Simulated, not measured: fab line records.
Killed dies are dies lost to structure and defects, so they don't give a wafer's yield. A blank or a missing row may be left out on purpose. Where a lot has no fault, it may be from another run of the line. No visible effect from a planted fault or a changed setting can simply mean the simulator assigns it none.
3 desks looking at one fault ; flow n5-finfet ; every desk sees just its own numbers, and what lay behind them comes last

## THE DEFECT DESK
Lot by lot, what the route's inspections counted, given as the mean of those sampled wafers with a number. Marked OUT: a lot whose mean sits more than 4 standard deviations from the usual mean, which makes it out of limits; the brackets give that distance.
Columns: A = raw-defect-count at N5_BEOL_M3_INSPECT_30, usual 461
lot;first seen here;A
L623;day 7 01:24;383
L624;day 7 06:13;464
L628;day 8 13:39;486
L631;day 9 10:53;500
L632;day 9 10:56;672
L634;day 10 02:18;397
L639;day 11 05:36;489
L641;day 11 11:11;416
This desk found nothing out of limits on any of the 8 lots.

## FOR THE TOOL OWNER'S DESK: rie-diel-02
The tool's own readings at N5_BEOL_M3_ETCH_63 (etches SiARC in CF4, target depth 15.6 nm, time 26 s): means of the sampled wafers that have a number, for each lot that ran on this tool. Marked OUT: a lot whose mean sits more than 4 standard deviations from the usual mean, which makes it out of limits; the brackets give that distance.
Columns: A = bias-w at N5_BEOL_M3_ETCH_63, usual 36.02 W; B = drypump-motor-current-A at N5_BEOL_M3_ETCH_63, usual 5.7 A; C = etch-rf-on-time-s at N5_BEOL_M3_ETCH_63, usual 26.0 s; D = oes-product-au at N5_BEOL_M3_ETCH_63, usual 0.65 a.u.; E = rf-vpp-V at N5_BEOL_M3_ETCH_63, usual 184.1 V; F = showerhead-plenum-p-Torr at N5_BEOL_M3_ETCH_63, usual 2.14 Torr; G = throttle-valve-pct at N5_BEOL_M3_ETCH_63, usual 15.62 %
lot;first seen here;A;B;C;D;E;F;G
L624;day 7 05:20;35.88;6.0;26.2;0.60;183.3;2.12;15.84
L628;day 8 11:47;36.03;5.6;26.0;0.63;184.6;2.16;15.59
L632;day 9 10:02;36.07;6.0;26.6;0.58;183.1;2.11;15.88
This desk found nothing out of limits on any of the 3 lots.

## THE METROLOGY DESK
What the gauges read, lot by lot, whatever tool the lot ran on: means of the sampled wafers that have a number. Marked OUT: a lot whose mean sits more than 4 standard deviations from the usual mean, which makes it out of limits; the brackets give that distance. Readings shown: 7 of its 10, picked as those furthest out on some lot.
Columns: A = DIBL_N at N5_BEOL_M4_RC_MEAS_101, usual 36.5 mV/V; B = DIBL_P at N5_BEOL_M4_RC_MEAS_101, usual 36.5 mV/V; C = IOFF_N at N5_BEOL_M4_RC_MEAS_101, usual 0.17 nA/um; D = IOFF_P at N5_BEOL_M4_RC_MEAS_101, usual 0.22 nA/um; E = ION_N at N5_BEOL_M4_RC_MEAS_101, usual 677 uA/um; F = ION_P at N5_BEOL_M4_RC_MEAS_101, usual 463 uA/um; G = VT_P at N5_BEOL_M4_RC_MEAS_101, usual -250 mV
lot;first seen here;A;B;C;D;E;F;G
L623;day 7 22:33;34.3;33.3;0.13;0.17;662;450;-254
L624;day 8 08:12;36.3;35.7;0.16;0.19;678;457;-254
L628;day 9 10:14;36.4;36.2;0.17;0.22;685;471;-247
L631;day 10 03:37;35.5;35.0;0.16;0.20;677;463;-251
L632;day 10 03:55;35.4;35.6;0.16;0.23;672;466;-247
L634;day 11 03:36;36.5;36.0;0.17;0.20;675;460;-252
L639;day 12 07:37;36.7;36.7;0.15;0.20;673;460;-250
L641;day 12 13:29;37.4;37.5;0.16;0.22;673;463;-250
This desk found nothing out of limits on any of the 8 lots.

## PUT TOGETHER
Nothing out of limits was seen by the defect desk.
Nothing out of limits was seen by the tool owner's desk.
Metrology desk: nothing out of limits seen.

## WHAT THE SIMULATOR HAD PUT IN
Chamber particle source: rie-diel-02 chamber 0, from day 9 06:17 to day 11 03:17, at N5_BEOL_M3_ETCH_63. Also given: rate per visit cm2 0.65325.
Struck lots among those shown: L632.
